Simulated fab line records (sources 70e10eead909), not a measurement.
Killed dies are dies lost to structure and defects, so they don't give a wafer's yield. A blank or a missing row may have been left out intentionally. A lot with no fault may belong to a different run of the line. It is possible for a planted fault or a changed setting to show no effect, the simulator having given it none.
fab line records ; flow nandHarc
record lots=12; wafers=34; lastDay=33
route steps=1302 shown A_CHANNEL_HOLE_D2@598 A_CHANNEL_FILL_D2@613 END@1302
lots with no fault: from the same line, run without faults
startH: start of the lot's first displayed wafer, in hours after the record's first day ; waitH: how many hours have passed since the lot's step before this one ; " as in the row above ; L1.1+2: one row covering several wafers at once ; - value missing, or start not given ; * or withheld: withheld ; < > ~ a bound
route shown NAME@n: a module of which the file shows steps, and the number in the route of the first ; usual: mean and standard deviation over wafers with no fault ; same: alike in all rows ; chamber/n: place in a boat ; sites: the reading at each site ; _std_site: the standard deviation of these ; _edge_site: inner sites' mean taken away from outer sites' mean ; radiusMm: for every site, how far away it sits from the centre of the wafer ; mask NAME#n: copy n ; behind: the tool/chamber that last shaped the wafer ; hold: why the lot went on hold/how many hours it stayed there/how the hold came to an end ; device: names the non-switching transistor (n, p or np) ; end of line: the same wafers' tests at the end of the route ; for a step that has no rows: nothing shown but its recipe ; killed: dies lost to structure and defects at the first sort, not the wafer's yield ; map: a wafer's dies, marking killed ones x, the rest . and places with no die _
set.NAME: the setting that was run; set.NAME@STEP: the one run at that earlier step ; model.NAME: the simulator's own value behind a step, which no gauge read
route steps across a sampled set of lots; one table per step, one row per wafer
services: the hour from which a tool's chamber was out of use, counted from the record's first day as startH (under 0 if before that day), plus the number of hours and why
## steps
# step NHARC_A_CHANNEL_HOLE_D2_ETCH_26
# recipe biasV=300; sourceW=2000; pressureMtorr=30; timeS=224.1; arFlowSccm=375; c4f8FlowSccm=11.4; o2FlowSccm=113.6; tempC=-20; targetDepthA=3000; chemistry=C4F8/O2/Ar
# usual biasV=300.3/3; c4f8FlowSccm=11.40/0.032; drypumpMotorCurrentA=6.02/0.27; showerheadPlenumPTorr=3.76/0.1; throttleValvePct=24.584/0.009
lot.wafer;tool;chamber;startH;waitH;biasV;c4f8FlowSccm;drypumpMotorCurrentA;rfHoursCounterH;showerheadPlenumPTorr;throttleValvePct
L951.1;harEtch-02;0;292.35;0.7;303.4;11.37;5.56;362;3.78;24.584
L951.2;harEtch-02;1;292.35;0.7;304.1;11.34;6.15;362;3.65;24.586
L951.5;harEtch-02;1;292.35;0.7;298.7;11.39;6.19;-;3.65;24.584
L953.1;harEtch-01;0;313.50;0.6;302.5;11.39;6.13;161;3.74;24.576
L953.3;harEtch-01;1;313.50;0.6;298.6;11.45;6.21;-;3.74;24.585
L953.6;harEtch-01;1;313.50;0.6;296.5;11.37;6.20;-;3.74;24.605
L954.1;harEtch-02;0;329.13;0.7;299.1;11.45;5.55;378;3.77;24.601
L954.2;harEtch-02;1;329.13;0.7;301.4;11.33;6.17;378;3.64;24.573
L954.5;harEtch-02;1;329.13;0.7;304.5;11.37;6.16;-;3.64;24.571
L960.3;harEtch-02;1;397.84;0.5;297.5;11.41;6.14;-;3.99;24.590
L960.4;harEtch-02;0;397.84;0.5;299.9;11.36;5.56;-;3.75;24.577
L963.4;harEtch-01;1;418.11;0.5;299.1;11.44;6.20;-;3.70;24.595
L963.6;harEtch-01;1;418.11;0.5;298.2;11.49;6.20;-;3.70;24.578
L964.1;harEtch-01;0;424.23;0.7;302.1;11.37;6.16;229;3.70;24.596
L964.2;harEtch-01;1;424.23;0.7;301.2;11.40;6.22;229;3.70;24.588
L964.6;harEtch-01;0;424.23;0.7;302.2;11.39;6.16;-;3.70;24.578
L967.1;harEtch-02;0;455.76;0.7;299.2;11.36;5.51;38;3.73;24.586
L967.2;harEtch-02;1;455.76;0.7;297.8;11.37;6.18;38;3.97;24.580
L967.3;harEtch-02;1;455.76;0.7;294.4;11.37;6.16;-;3.97;24.587
L970.3;harEtch-02;1;485.75;0.5;294.6;11.40;6.17;-;3.96;24.593
L970.6;harEtch-02;1;485.75;0.5;299.5;11.38;6.15;-;3.96;24.583
L970.5;harEtch-02;0;485.75;0.5;300.2;11.40;5.57;-;3.72;24.579
L971.1;harEtch-02;1;503.69;0.6;298.7;11.44;6.12;65;3.95;24.594
L971.4;harEtch-02;1;503.69;0.6;299.7;11.45;6.12;-;3.95;24.579
L971.5;harEtch-02;1;503.69;0.6;300.7;11.45;6.13;-;3.95;24.595
L973.4;harEtch-01;1;516.45;0.4;300.3;11.40;6.21;-;3.67;24.563
L973.5;harEtch-01;0;516.45;0.4;296.9;11.35;6.18;-;3.67;24.590
L973.6;harEtch-01;1;516.45;0.4;303.3;11.42;6.19;-;3.67;24.571
L972.1;harEtch-02;1;517.69;0.7;301.8;11.46;6.16;68;3.95;24.578
L972.4;harEtch-02;1;517.69;0.7;298.9;11.39;6.16;-;3.95;24.581
L972.5;harEtch-02;0;517.69;0.7;303.5;11.41;5.55;-;3.71;24.573
L974.1;harEtch-02;0;529.86;0.7;306.1;11.39;5.50;80;3.70;24.582
L974.4;harEtch-02;0;529.86;0.7;302.8;11.39;5.53;-;3.70;24.585
L974.3;harEtch-02;1;529.86;0.7;303.2;11.39;6.15;-;3.94;24.576
# step NHARC_A_CHANNEL_HOLE_D2_ETCH_44
# recipe targetDepthA=1400; overetchA=140; timeS=77; ionEnergyEv=100; cf4FlowSccm=80; o2FlowSccm=20; arFlowSccm=0; rfW=300; biasW=100; chemistry=CF4/O2
# usual drypumpMotorCurrentA=5.8/0.53; oesProductAu=0.998/0.014; rfVppV=198.2/1.4; showerheadPlenumPTorr=1.35/0.056; throttleValvePct=13.396/0.0096
lot.wafer;tool;chamber;startH;waitH;drypumpMotorCurrentA;oesProductAu;rfHoursCounterH;rfVppV;showerheadPlenumPTorr;throttleValvePct
L951.2;rieDiel-12;3;293.29;0.1;5.1;0.970;1;199.0;1.38;13.395
L951.1;rieDiel-12;0;293.29;0.1;6.0;1.006;1;197.3;1.30;13.401
L951.5;rieDiel-12;0;293.29;0.1;5.9;1.000;-;198.2;1.30;13.391
L953.3;rieDiel-11;1;314.41;0.1;6.1;0.995;2;197.7;1.29;13.387
L953.1;rieDiel-11;0;314.41;0.1;6.7;1.001;3;199.1;1.38;13.391
L953.6;rieDiel-11;2;314.41;0.1;6.0;0.999;-;199.5;1.44;13.389
L954.1;rieDiel-11;1;330.08;0.0;6.1;0.998;3;197.6;1.29;13.392
L954.2;rieDiel-11;0;330.08;0.0;6.7;1.007;4;199.6;1.38;13.381
L954.5;rieDiel-11;1;330.08;0.0;6.1;1.004;-;196.7;1.29;13.388
L960.4;rieDiel-12;1;398.74;0.1;5.8;1.016;7;198.4;1.30;13.382
L960.3;rieDiel-12;2;398.74;0.1;5.6;1.002;9;198.2;1.32;13.417
L963.4;rieDiel-11;3;419.01;0.1;5.1;1.001;8;199.9;1.42;13.403
L963.6;rieDiel-11;0;419.01;0.1;6.7;0.991;-;198.0;1.38;13.396
L964.2;rieDiel-11;0;425.18;0.1;6.7;0.995;9;198.7;1.38;13.404
L964.1;rieDiel-11;2;425.18;0.1;6.0;1.000;8;200.7;1.43;13.394
L964.6;rieDiel-11;1;425.18;0.1;6.1;0.998;-;197.0;1.29;13.376
L967.2;rieDiel-12;2;456.70;0.1;5.6;0.983;0;196.5;1.32;13.386
L967.3;rieDiel-12;3;456.70;0.1;5.1;0.969;0;199.0;1.38;13.402
L967.1;rieDiel-12;0;456.70;0.1;5.9;1.007;0;197.4;1.30;13.401
L970.3;rieDiel-12;3;486.64;0.1;5.0;0.966;1;199.7;1.38;13.399
L970.5;rieDiel-12;1;486.64;0.1;5.8;1.006;-;197.2;1.30;13.404
L970.6;rieDiel-12;2;486.64;0.1;5.5;0.961;-;196.9;1.32;13.392
L971.4;rieDiel-11;0;504.61;0.1;6.6;1.006;3;197.8;1.38;13.383
L971.1;rieDiel-11;3;504.61;0.1;5.1;0.998;3;199.7;1.42;13.402
L971.5;rieDiel-11;1;504.61;0.1;6.1;0.993;-;195.7;1.29;13.407
L973.4;rieDiel-04;2;517.31;0.1;4.7;0.985;7;197.1;1.26;13.402
L973.6;rieDiel-04;1;517.31;0.1;6.1;0.990;-;198.2;1.39;13.402
L973.5;rieDiel-04;2;517.31;0.1;4.7;1.002;-;195.9;1.26;13.388
L972.4;rieDiel-11;3;518.63;0.1;5.1;1.008;5;199.8;1.42;13.390
L972.1;rieDiel-11;2;518.63;0.1;6.0;1.019;4;200.0;1.43;13.405
L972.5;rieDiel-11;3;518.63;0.1;5.1;1.004;-;197.9;1.42;13.384
L974.1;rieDiel-12;0;530.80;0.1;5.9;1.000;5;196.5;1.30;13.399
L974.4;rieDiel-12;1;530.80;0.1;5.8;0.993;5;195.5;1.29;13.395
L974.3;rieDiel-12;2;530.80;0.1;5.6;0.972;5;197.4;1.32;13.411
# step NHARC_A_CHANNEL_FILL_D2_ALD_03
# recipe targetThkA=60; pulseTimeS=60; aldCycles=58; tempC=630; pressureTorr=2; material=SiNx
# usual precursorPulseHeightRel=1.000/0.021; susceptorTempC=629.96/0.27
lot.wafer;tool;chamber;startH;waitH;precursorPulseHeightRel;susceptorTempC
L951.1;aldSinBatch-01;0;-;-;0.981;629.84
L951.2;aldSinBatch-01;0;-;-;1.043;629.71
L951.5;aldSinBatch-01;0;-;-;0.976;629.84
L953.1;aldSinBatch-01;0;-;-;0.992;629.88
L953.3;aldSinBatch-01;0;-;-;1.012;629.94
L953.6;aldSinBatch-01;0;-;-;1.015;629.46
L954.1;aldSinBatch-02;0;-;-;1.012;-
L954.2;aldSinBatch-02;0;-;-;0.984;-
L954.5;aldSinBatch-02;0;-;-;0.985;-
L960.3;aldSinBatch-02;0;-;-;1.033;629.94
L960.4;aldSinBatch-02;0;-;-;0.955;629.85
L963.4;aldSinBatch-02;0;-;-;1.026;630.30
L963.6;aldSinBatch-02;0;-;-;1.005;630.43
L964.1;aldSinBatch-02;0;-;-;1.027;629.85
L964.2;aldSinBatch-02;0;-;-;1.033;630.22
L964.6;aldSinBatch-02;0;-;-;0.994;630.08
L967.1;aldSinBatch-02;0;-;-;0.975;630.42
L967.2;aldSinBatch-02;0;-;-;1.005;630.53
L967.3;aldSinBatch-02;0;-;-;0.948;630.13
L970.3;aldSinBatch-03;0;-;-;1.031;629.87
L970.5;aldSinBatch-03;0;-;-;0.997;629.55
L970.6;aldSinBatch-03;0;-;-;0.972;630.01
L971.1;aldSinBatch-02;0;-;-;0.986;-
L971.4;aldSinBatch-02;0;-;-;1.024;-
L971.5;aldSinBatch-02;0;-;-;1.030;-
L972.1;aldSinBatch-03;0;-;-;1.034;629.86
L972.4;aldSinBatch-03;0;-;-;0.963;629.93
L972.5;aldSinBatch-03;0;-;-;1.021;630.35
L973.4;aldSinBatch-03;0;-;-;1.007;629.61
L973.5;aldSinBatch-03;0;-;-;0.998;629.80
L973.6;aldSinBatch-03;0;-;-;0.991;629.70
L974.1;aldSinBatch-03;0;-;-;1.020;630.22
L974.3;aldSinBatch-03;0;-;-;1.011;630.01
L974.4;aldSinBatch-03;0;-;-;1.010;630.33
# step NHARC_A_CHANNEL_FILL_D2_ETCHBACK_08
# recipe targetDepthA=2200; timeS=110; c4f8FlowSccm=20; arFlowSccm=withheld; rfW=600; biasW=300; chemistry=C4F8
# usual oesProductAu=0.96/0.037; rfVppV=440.8/2.5; runLengthS=131.1/0.45
lot.wafer;tool;chamber;startH;waitH;oesProductAu;rfHoursCounterH;rfVppV;runLengthS
L951.1;rieDiel-05;1;334.54;-;0.95;2;438.4;130.4
L951.2;rieDiel-05;3;334.54;-;0.92;2;441.4;130.8
L951.5;rieDiel-05;2;334.54;-;0.91;-;437.7;131.1
L953.3;rieDiel-05;1;353.65;-;0.95;3;439.9;130.6
L953.1;rieDiel-05;0;353.65;-;0.94;3;444.9;131.3
L953.6;rieDiel-05;1;353.65;-;0.94;-;439.8;130.3
L954.2;rieDiel-02;0;377.95;-;0.93;4;439.9;131.0
L954.1;rieDiel-02;2;377.95;-;0.94;4;437.1;131.1
L954.5;rieDiel-02;0;377.95;-;0.93;-;439.3;130.9
L960.4;rieDiel-05;0;443.59;-;0.92;1;444.9;195.6
L960.3;rieDiel-05;2;443.59;-;0.92;0;439.0;130.6
L963.4;rieDiel-05;3;464.05;-;0.94;2;443.2;195.5
L963.6;rieDiel-05;0;464.05;-;0.91;-;444.2;195.8
L964.1;rieDiel-05;2;470.87;-;0.99;1;438.9;130.7
L964.2;rieDiel-05;0;470.87;-;0.97;2;445.1;131.3
L964.6;rieDiel-05;1;470.87;-;0.98;-;439.5;194.6
L967.1;rieDiel-02;0;502.76;-;0.91;3;440.3;130.9
L967.2;rieDiel-02;1;502.76;-;0.92;3;438.4;131.4
L967.3;rieDiel-02;3;502.76;-;0.93;3;443.5;131.4
L970.3;rieDiel-02;0;531.64;-;0.90;4;439.6;131.7
L970.5;rieDiel-02;0;531.64;-;0.92;-;440.2;130.9
L970.6;rieDiel-02;1;531.64;-;0.93;-;437.3;131.4
L971.1;rieDiel-05;1;549.07;-;0.93;5;439.6;130.7
L971.5;rieDiel-05;2;549.07;-;0.91;-;439.5;131.2
L971.4;rieDiel-05;3;549.07;-;0.92;-;442.3;131.1
L973.4;rieDiel-05;0;561.33;-;0.92;5;443.7;131.4
L973.5;rieDiel-05;0;561.33;-;0.93;-;444.4;131.3
L973.6;rieDiel-05;1;561.33;-;0.94;-;438.6;130.6
L972.4;rieDiel-02;2;561.35;-;0.92;4;437.3;131.1
L972.1;rieDiel-02;0;561.35;-;0.90;5;440.3;130.9
L972.5;rieDiel-02;2;561.35;-;0.94;-;437.1;132.0
L974.1;rieDiel-06;1;573.88;-;1.00;16;443.2;131.6
L974.3;rieDiel-06;2;573.88;-;0.99;15;437.6;131.8
L974.4;rieDiel-06;3;573.88;-;0.99;15;441.0;130.6
# step NHARC_END_SORT_01
# recipe tempC=25
# usual killedAtArray=55/17; killedAtOther=0.9/1.2; killedAtPeriphery=3.7/2.5; killedDies=59/18; killedOpen=3.4/1.9; killedShort=2.6/1.6
# same grossDies=677
lot.wafer;tool;chamber;startH;waitH;killedAtArray;killedAtOther;killedAtPeriphery;killedDies;killedOpen;killedShort
L954.1;prober-01;0;631.66;2.5;61;2;6;69;4;0
L954.2;prober-01;0;632.45;2.8;57;4;6;67;3;0
L954.5;prober-01;0;634.83;3.7;56;4;3;63;0;2
L960.3;prober-01;0;667.05;3.1;73;3;7;83;1;1
L960.4;prober-01;0;667.84;3.4;73;3;6;82;3;6
L963.4;prober-02;0;680.62;3.5;64;0;4;68;0;1
L963.6;prober-02;0;682.25;4.1;54;1;6;61;4;0
# killed by level:class
L954.1 A_CHANNEL_HOLE_D2:chamberFilmFlake=31 A_SLIT:chamberFilmFlake=17 A_STAIRCASE:chamberFilmFlake=4 A_CHANNEL_HOLE_D1:chamberFilmFlake=3 A_CONTACT:chamberFilmFlake=3 P_M1:chamberFilmFlake=2 THIN_TSV:chamberFilmFlake=2 P_M0:geometricParticle:open=1
L954.2 A_CHANNEL_HOLE_D2:chamberFilmFlake=25 A_SLIT:chamberFilmFlake=23 A_STAIRCASE:chamberFilmFlake=4 THIN_TSV:chamberFilmFlake=4 P_M1:chamberFilmFlake=2 P_CONTACT:geometricParticle:open=1 P_BONDPAD:geometricParticle:open=1 A_DECK1_JOINT:geometricParticle:open=1
L954.5 A_CHANNEL_HOLE_D2:chamberFilmFlake=24 A_SLIT:chamberFilmFlake=22 THIN_TSV:chamberFilmFlake=4 P_M1:chamberFilmFlake=2 A_CHANNEL_HOLE_D1:chamberFilmFlake=2 A_DECK1_JOINT:chamberFilmFlake=2 A_STAIRCASE:chamberFilmFlake=2 A_CONTACT:chamberFilmFlake=2
L960.3 A_CHANNEL_HOLE_D1:chamberFilmFlake=38 A_SLIT:chamberFilmFlake=25 P_ZERO_WELL:chamberFilmFlake=4 P_BONDPAD:chamberFilmFlake=3 THIN_TSV:chamberFilmFlake=3 A_CHANNEL_HOLE_D2:unspecified=2 A_STAIRCASE:chamberFilmFlake=2 A_CONTACT:chamberFilmFlake=2
L960.4 A_SLIT:chamberFilmFlake=29 A_CHANNEL_HOLE_D1:chamberFilmFlake=28 P_BONDPAD:chamberFilmFlake=4 A_STAIRCASE:chamberFilmFlake=4 A_SOURCE_PLATE:geometricParticle:open=2 A_ZERO_WELL:chamberFilmFlake=2 A_CHANNEL_HOLE_D2:chamberFilmFlake=2 THIN_TSV:chamberFilmFlake=2
L963.4 A_CHANNEL_HOLE_D1:chamberFilmFlake=36 A_CHANNEL_HOLE_D2:chamberFilmFlake=16 A_SLIT:chamberFilmFlake=3 A_STAIRCASE:chamberFilmFlake=3 P_ZERO_WELL:chamberFilmFlake=2 P_CONTACT:chamberFilmFlake=2 A_SGD_CUT:chamberFilmFlake=2 A_CONTACT:chamberFilmFlake=2
L963.6 A_CHANNEL_HOLE_D1:chamberFilmFlake=29 A_CHANNEL_HOLE_D2:chamberFilmFlake=12 A_STAIRCASE:chamberFilmFlake=6 P_CONTACT:chamberFilmFlake=4 A_WL_FILL:geometricParticle:open=2 P_M0:geometricParticle:open=1 A_ONON_D1:geometricParticle:open=1 P_ZERO_WELL:chamberFilmFlake=1
## services
tool;chamber;startH;hours;kind
rieDiel-12;-;268.40;9.0;pm
rieDiel-11;1;271.01;10.4;repair
rieDiel-11;3;280.69;7.5;repair
rieDiel-04;0;298.71;7.4;repair
rieDiel-06;-;307.24;9.0;pm
rieDiel-04;1;339.61;9.7;repair
rieDiel-04;-;354.97;9.0;pm
rieDiel-12;1;373.98;2.8;repair
harEtch-02;-;377.00;17.0;pm
rieDiel-02;3;378.12;4.8;repair
rieDiel-02;-;393.70;9.0;pm
rieDiel-05;-;406.60;9.0;pm
rieDiel-05;2;426.30;6.9;repair
rieDiel-11;-;432.50;9.0;pm
rieDiel-02;-;437.11;0.4;repair
rieDiel-12;-;445.40;9.0;pm
rieDiel-11;-;463.34;0.4;repair
rieDiel-05;1;497.95;4.8;repair
rieDiel-12;1;505.49;7.7;repair
aldSinBatch-01;-;506.00;26.0;pm
rieDiel-05;0;548.11;2.9;repair
rieDiel-02;1;550.49;4.0;repair
rieDiel-02;-;570.70;9.0;pm
rieDiel-11;-;571.56;12.3;repair
## key
firstSign step=NHARC_A_CHANNEL_FILL_D2_ETCHBACK_08; reading=runLengthS; direction=up; sigmas=99+; usual=*; struck=*
effect none on later readings
metAt NHARC_A_CHANNEL_FILL_D2_ETCHBACK_08
struckLots L960,L963,L964
struckWafers L960.4,L963.4,L963.6,L964.6
testerLeftOut L960,L963,L964
notActingAt NHARC_A_CHANNEL_HOLE_D2_ETCH_26,NHARC_A_CHANNEL_HOLE_D2_ETCH_44,NHARC_A_CHANNEL_FILL_D2_ALD_03
onsetBetween 353.65 443.59
fault kind=processParameterDrift; tool=rieDiel-05; chamber=-; onsetH=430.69; steps=NHARC_A_CHANNEL_FILL_D2_ETCHBACK_08; channel=timeS; offset=*; shape=step; endH=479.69; scope=struckWafersOnly; actsIn=*; stated=*
# testerLeftOut: of these lots the tester's yield and bins aren't shown, on N5 and GAA mostly nor the transistor test; their killed dies are dies lost to structure and defects alone, not to doping, threshold or leakage, so they don't give the yield
